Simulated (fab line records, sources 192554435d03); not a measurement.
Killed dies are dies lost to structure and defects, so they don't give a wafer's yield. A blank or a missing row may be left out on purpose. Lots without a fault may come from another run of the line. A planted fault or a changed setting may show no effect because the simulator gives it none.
A struck lot beside a sound one | flow n5_finfet | 16 steps out of a route of 1938
Sound: wafers L257.1, L257.2, L257.4. Struck: wafers L259.1, L259.4, L259.5. The cause comes at the end.
At each step with rows: each side's tool, then ch and its chambers, then its first start. Under that, the readings that differ: sound wafers | struck wafers | difference of the means | sigmas: that difference in standard deviations of wafers without a fault.
alike: readings whose means differ by less than 2 such deviations, and words and numbers that are the same on both sides. not compared: withheld readings, readings that some wafer has no value for, bounds like >300 that may hide the same value, and numbers for which the record gives no deviation and whose values overlap.
The two part at a step that has a row with sigmas, a row that says differs or no value, or rows on one side only. Numbers that don't overlap but have no deviation are shown without sigmas and don't part them. A reading that every wafer of one side lacks parts them only if that side has two wafers or more.

N5_BEOL_M0_PRE_CLEAN_131: time 15 s.
  sound on cvd_co-01 ch 1,2, day 6 19:38; struck on cvd_co-01 ch 0,1,2, day 7 11:54
  alike: heater_power_w
N5_BEOL_M0_CO_CAP_123: material Co, precursor CCTBA/H2, target thk 2 nm, time 102.1 s.
  sound on cvd_co-01 ch 1,2, day 6 19:41; struck on cvd_co-01 ch 0,1,2, day 7 11:56
  alike: heater_power_w
then, 1 step without rows for these wafers: N5_BEOL_M0_PRE_CLEAN_124 (time 15 s).
N5_BEOL_M0_DEP_125: deposits SiCN from 3MS/NH3, target thk 8 nm, time 14 s.
  sound on pecvd-04 ch 0,2, day 6 19:47; struck on pecvd-01 ch 0,2, day 7 12:04
  alike: showerhead_plenum_p_Torr, throttle_valve_pct
N5_BEOL_M0_RS_MEAS_126: measures by four-point-probe.
  sound on film_metro-01, day 6 19:52; struck on film_metro-01, day 7 12:07
  reading        | sound             | struck            | difference | sigmas
  M0_RS (ohm/sq) | 0.509 0.505 0.498 | 0.564 0.548 0.530 | +0.043     | +2
N5_BEOL_M0_INSPECT_127: inspects for defects (darkfield).
  sound on defect_inspect-02, day 6 19:53; struck on defect_inspect-01, day 7 12:09
  alike: raw_defect_count
N5_BEOL_M1_ILD_DEP_00: deposits SiOC from DEMS/O2, target thk 79 nm, time 15.3 s.
  sound on pecvd-01 ch 1,2, day 6 19:55; struck on pecvd-03 ch 0,1, day 7 12:11
  alike: heater_power_w, showerhead_plenum_p_Torr, throttle_valve_pct
N5_BEOL_M1_THK_MEAS_01:
  sound on film_metro-01, day 6 19:59; struck on film_metro-01, day 7 12:15
  alike: M1_ILD_THK
N5_BEOL_M1_PECVD_72: deposits SiO2 from TEOS/O2, target thk 16 nm, time 18 s.
  sound on pecvd-04 ch 0,2, day 6 20:02; struck on pecvd-04 ch 0,1,2, day 7 12:18
  alike: heater_power_w, showerhead_plenum_p_Torr, throttle_valve_pct
then, 3 steps without rows for these wafers: N5_BEOL_M1_HM_DEP_02 (deposits TiN, target thk 20 nm); N5_BEOL_M1_COAT_61 (time 60 s, resist thk 60 nm); N5_BEOL_M1_COAT_62 (time 60 s, resist thk 12 nm).
N5_BEOL_M1_COAT_73: time 60 s, resist thk 5 nm.
  sound on litho_track-05 ch 0, day 6 21:37; struck on litho_track-05 ch 0, day 7 15:01
  reading                  | sound                | struck               | difference | sigmas
  heater_power_total_W (W) | 391.4 392.1 389.8    | 379.5 381.7 378.7    | -11.1      | -8
  plate_temp_C (C)         | 204.93 205.20 205.10 | 199.89 199.98 200.15 | -5.07      | -36
then, 1 step without rows for these wafers: N5_BEOL_M1_COAT_05 (resist thk 30 nm).
-- the record jumps here: 2 days lie between the struck wafers' starts before and after (it left off in module BEOL_M1 and takes up again in module BEOL_M4, whose first step shown is number 1111 of the route) --
N5_BEOL_M4_RC_MEAS_101:
  sound on prober-01 ch 0, day 8 23:10; struck on prober-02 ch 0, day 9 17:20
  alike: DIBL_N, DIBL_P, IOFF_N, IOFF_P, ION_N, ION_P, SS_N, SS_P, VT_N, VT_P
-- the record jumps here: 5 days lie between the struck wafers' starts before and after (it left off in module BEOL_M4 and takes up again in module PASSIVATION, whose first step shown is number 1936 of the route) --
N5_PASSIVATION_PROBE_49:
  the record has rows for the struck wafers here (prober-01, day 14 08:19) and none for the sound ones

WHERE THEY PART
First at N5_BEOL_M0_RS_MEAS_126; last, within this record, at N5_PASSIVATION_PROBE_49.

WHY: what the simulator had put in
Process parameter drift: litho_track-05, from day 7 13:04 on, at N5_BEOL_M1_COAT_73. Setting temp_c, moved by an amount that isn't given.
